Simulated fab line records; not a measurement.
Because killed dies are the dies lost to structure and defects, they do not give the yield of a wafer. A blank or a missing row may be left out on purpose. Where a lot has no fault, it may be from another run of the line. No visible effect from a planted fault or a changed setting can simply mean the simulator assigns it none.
Split-lot trial | flow n5-finfet | 21 wafers read from 7 lots, route of 1938 steps

## THE SPLIT ITSELF
At N5_BEOL_M4_ETCH_64 (etches SOC in N2/H2, target depth 75 nm, overetch 22.5 nm, time 121.9 s), the setting bias-w was moved away from the recipe's 150 W on 9 of the 21 wafers read, by -7.5% to +17.5%. This setting was run at the recipe's value on the other wafers.

The reading is taken at the split's own step.

## THE READING
rf-vpp-V, in V, at N5_BEOL_M4_ETCH_64 (etches SOC in N2/H2, target depth 75 nm, overetch 22.5 nm, time 121.9 s). Fault-free wafers of this fab line usually give 522.5 V, standard deviation 2.4 V.

wafer  | tool, chamber at the split | bias-w as run, W | against the recipe | rf-vpp-V, V | against lot-mates on the recipe
L074.1 | rie-diel-03, 0             | 150              | recipe             | 525.0       | -
L074.2 | rie-diel-03, 2             | 150              | recipe             | 522.2       | -
L074.5 | rie-diel-03, 0             | 150              | recipe             | 525.4       | -
L082.2 | rie-diel-06, 3             | 150              | recipe             | 524.0       | -
L082.5 | rie-diel-06, 2             | 176.2            | +17.5%             | 574.5       | +51.4
L082.6 | rie-diel-06, 3             | 150              | recipe             | 522.2       | -
L084.4 | rie-diel-04, 3             | 165.3            | +10.2%             | 554.2       | +32.3
L084.5 | rie-diel-04, 0             | 150              | recipe             | 521.9       | -
L084.6 | rie-diel-04, 3             | 165.3            | +10.2%             | 555.0       | +33.1
L086.1 | rie-diel-03, 2             | 150              | recipe             | 519.8       | -
L086.4 | rie-diel-03, 0             | 150              | recipe             | 526.0       | -
L086.5 | rie-diel-03, 0             | 150              | recipe             | 524.6       | -
L091.1 | rie-diel-04, 3             | 138.9            | -7.4%              | 496.7       | -23.6
L091.4 | rie-diel-04, 3             | 138.9            | -7.4%              | 497.8       | -22.5
L091.5 | rie-diel-04, 0             | 150              | recipe             | 520.3       | -
L092.3 | rie-diel-03, 1             | 156.9            | +4.6%              | 544.5       | no lot-mate on the recipe
L092.5 | rie-diel-03, 3             | 156.9            | +4.6%              | 543.4       | no lot-mate on the recipe
L092.6 | rie-diel-03, 0             | 156.9            | +4.6%              | 539.1       | no lot-mate on the recipe
L093.3 | rie-diel-06, 1             | 150              | recipe             | 518.9       | -
L093.4 | rie-diel-06, 1             | 150              | recipe             | 521.9       | -
L093.6 | rie-diel-06, 0             | 138.8            | -7.5%              | 496.4       | -24.0

THE FIT
A straight line over all 21 wafers: rf-vpp-V changes by +3.23 V for each +1% of bias-w; r = +0.99; the points scatter about the line by 3.1 V.
The same after taking each lot's own level away (the mean of its wafers on the recipe; 18 wafers): +3.08 V for each +1%; r = +1.00; scatter 1.7 V.
On that fit, the largest move of bias-w shifts the reading by 54 V.
Across the lots, their own levels run from 520.30 to 524.20 V, a range of 1.6 times the standard deviation given above.
The two slopes are in agreement: the lot-to-lot level therefore moves the slope only a little.
Check: with one of the wafers moved furthest among these (+17.5%) left out of the fit, the line predicts +55.6 V for it against its lot-mates. Against them it came out at +51.4 V.
Tool readings at the split's step, against how far the setting was moved: rf-vpp-V r = +0.99.

## THE WHOLE CHAIN: every reading that the file lists as answering this split, in the file's order
step               | what it does                                                            | reading                                                                          | change (the file's fit)                | r (the file's)
N5_BEOL_M4_ETCH_64 | etches SOC in N2/H2, target depth 75 nm, overetch 22.5 nm, time 121.9 s | rf-vpp-V                                                                         | +3.04 V for each +1% of the setting    | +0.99
N5_BEOL_M4_ETCH_64 | etches SOC in N2/H2, target depth 75 nm, overetch 22.5 nm, time 121.9 s | SiARC_of_BEOL_M4_COAT_62.thk-nm (the simulator's own value, which no gauge read) | -0.0723 nm for each +1% of the setting | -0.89

## FILE'S OWN FIT
rf-vpp-V changes by +3.04 V for each +1% of bias-w, r = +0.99.
